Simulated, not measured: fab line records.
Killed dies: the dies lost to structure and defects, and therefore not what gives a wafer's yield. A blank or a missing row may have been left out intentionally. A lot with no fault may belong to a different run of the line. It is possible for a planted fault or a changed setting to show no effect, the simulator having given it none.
The tool behind it: which one?	flow nand harc	6 lots, 18 wafers sampled, at 3 steps of a route of 1302

## WHAT THE GAUGES SHOWED, per wafer
NHARC_P_M2_CD_MEAS_09: target cd 170 nm.
lot	measured	on	cd nm (nm)
L587	day 6 13:11	cd sem-01	171.4 170.6 171.4
L591	day 7 22:25	cd sem-03	170.8 170.1 170.6
L596	day 10 08:05	cd sem-01	170.4 171.0 171.2
L603	day 13 03:41	cd sem-02	171.8 172.2 171.7
L607	day 14 17:29	cd sem-02	170.2 169.4 170.2
L609	day 15 15:33	cd sem-03	169.4 169.5 171.0

## EACH LOT AND THE TOOL THAT RAN IT (in order: tool; ch and the chambers of the sampled wafers; start)
lot	NHARC_P_M1_ANNEAL_31	NHARC_P_M2_PEB_07
L587	rtp anneal-02 ch 0, day 6 11:06	litho track-06 ch 0, day 6 13:07
L591	rtp anneal-02 ch 0, day 7 20:16	litho track-01 ch 0, day 7 22:20
L596	rtp anneal-01 ch 0, day 10 06:01	litho track-04 ch 0, day 10 08:00
L603	rtp anneal-01 ch 0, day 13 01:29	litho track-06 ch 0, day 13 03:37
L607	rtp anneal-02 ch 0, day 14 15:25	litho track-01 ch 0, day 14 17:24
L609	rtp anneal-01 ch 0, day 15 13:22	litho track-06 ch 0, day 15 15:28
- NHARC_P_M1_ANNEAL_31: time 90 s.
- NHARC_P_M2_PEB_07: peb time 65 s.

## THE ANSWER, worked out from the rows above alone
Rule: the usual values come from the lots themselves. Put in order of their means at a reading, lots are off if they are a third of the lots or fewer, leave a main group of 4 or more, and stand apart from it by a gap of 3 or more times the standard deviation of the main group's means; of several such gaps the widest counts. A main group is skipped when, at the precision printed for the reading in the tables above, its means are all equal. A lot without any number at a reading at which 4 lots or more have one is off too. The other lots that the step has rows for count as sound.
Nothing can be told from this: no lot is off at any reading shown.

## WHAT THE SIMULATOR HAD PUT IN
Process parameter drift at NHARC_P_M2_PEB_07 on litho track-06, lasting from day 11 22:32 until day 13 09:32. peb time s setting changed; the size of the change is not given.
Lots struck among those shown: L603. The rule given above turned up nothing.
